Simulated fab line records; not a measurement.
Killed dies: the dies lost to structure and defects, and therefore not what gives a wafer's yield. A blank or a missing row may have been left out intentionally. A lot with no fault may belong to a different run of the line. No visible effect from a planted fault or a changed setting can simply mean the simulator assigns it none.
The tool behind it: which one? + flow nand-harc + 11 lots with 33 wafers sampled at 5 steps, on a route of 1302 steps

== WHAT THE GAUGES READ, wafer by wafer ==
NHARC_END_SORT_01.
| lot  | measured     | on        | killed-at-array |
|------|--------------|-----------|-----------------|
| L429 | day 26 04:04 | prober-01 | 669 674 672     |
| L430 | day 27 18:38 | prober-01 | 676 670 670     |
| L431 | day 27 17:02 | prober-02 | 670 661 675     |

== EACH LOT AND THE TOOL THAT RAN IT (in order: tool; ch and the chambers of the sampled wafers; start) ==
| lot  | NHARC_A_STAIRCASE_ETCH_451                    | NHARC_A_STAIRCASE_DEP_280       | NHARC_A_STAIRCASE_HM_OPEN_460      | NHARC_A_STAIRCASE_STRIP_295                   |
|------|-----------------------------------------------|---------------------------------|------------------------------------|-----------------------------------------------|
| L423 | rie-diel-12 ch 0,1, day 16 10:56 or earlier   | pecvd-02 ch 1,2, day 16 10:56   | rie-diel-07 ch 0,1,3, day 16 12:12 | rie-diel-07 ch 2,3, no start                  |
| L425 | rie-diel-08 ch 0,1,3, day 17 11:14 or earlier | pecvd-01 ch 0,2, day 17 11:14   | rie-diel-12 ch 0,1,2, day 17 12:27 | rie-diel-12 ch 0,1,3, no start                |
| L426 | rie-diel-08 ch 1,2,3, day 18 02:35 or earlier | pecvd-01 ch 1,2, day 18 02:35   | rie-diel-08 ch 0,1,3, day 18 03:44 | rie-diel-08 ch 0,1,3, no start                |
| L429 | rie-diel-07 ch 0,1,2, day 18 21:09 or earlier | pecvd-04 ch 0,1, day 18 21:09   | rie-diel-12 ch 0,1,2, day 18 22:37 | rie-diel-12 ch 0,1,2, day 26 04:04 or earlier |
| L430 | rie-diel-08 ch 2,3, day 19 20:44 or earlier   | pecvd-02 ch 1,2, day 19 20:44   | rie-diel-08 ch 0,2,3, day 19 21:50 | rie-diel-08 ch 0,1,2, day 27 18:38 or earlier |
| L431 | rie-diel-07 ch 0,3, day 20 04:47 or earlier   | pecvd-01 ch 0,1,2, day 20 04:47 | rie-diel-08 ch 0,1,3, day 20 05:51 | rie-diel-08 ch 1,2,3, day 27 17:02 or earlier |
| L437 | rie-diel-08 ch 2,3, day 22 15:25 or earlier   | pecvd-02 ch 0,1,2, day 22 15:25 | rie-diel-12 ch 1,2,3, day 22 16:37 | rie-diel-12 ch 1,2,3, no start                |
| L438 | rie-diel-08 ch 1,3, day 22 17:54 or earlier   | pecvd-02 ch 1,2, day 22 17:54   | rie-diel-12 ch 1,2,3, day 22 19:08 | rie-diel-12 ch 0,1,3, no start                |
| L442 | rie-diel-07 ch 1,2, day 24 20:14 or earlier   | pecvd-04 ch 0,1, day 24 20:14   | rie-diel-12 ch 1,2, day 24 21:25   | rie-diel-12 ch 0,3, no start                  |
| L445 | rie-diel-08 ch 0,2,3, day 25 15:46 or earlier | pecvd-01 ch 0,1, day 25 15:46   | rie-diel-08 ch 1,2, day 25 17:04   | rie-diel-08 ch 0,1, no start                  |
| L444 | rie-diel-07 ch 0,3, day 25 17:37 or earlier   | pecvd-01 ch 0,1, day 25 17:37   | rie-diel-12 ch 0,1,3, day 25 18:51 | rie-diel-12 ch 0,1, no start                  |
- NHARC_A_STAIRCASE_ETCH_451: etches the open film in CF4/O2, target depth 30 nm, overetch 3 nm, time 16.5 s.
- NHARC_A_STAIRCASE_DEP_280: deposits SiON, target thk 30 nm.
- NHARC_A_STAIRCASE_HM_OPEN_460: chemistry O2/COS.
- NHARC_A_STAIRCASE_STRIP_295: strips in O2.

== THE ANSWER, worked out from the rows above alone ==
Rule: usual is defined by the lots themselves. Put in order of their means at a reading, lots are off if they are a third of the lots or fewer, leave a main group of 4 or more, and stand apart from it by a gap of 3 or more times the standard deviation of the main group's means; of several such gaps the widest counts. A main group is skipped when, at the precision printed for the reading in the tables above, its means are all equal. Also off: a lot with no number at a reading for which 4 or more lots have one. All remaining lots with rows at the step are treated as sound.
No lot is off on any of the readings shown, so nothing can be concluded from this.

== WHAT THE SIMULATOR PUT IN ==
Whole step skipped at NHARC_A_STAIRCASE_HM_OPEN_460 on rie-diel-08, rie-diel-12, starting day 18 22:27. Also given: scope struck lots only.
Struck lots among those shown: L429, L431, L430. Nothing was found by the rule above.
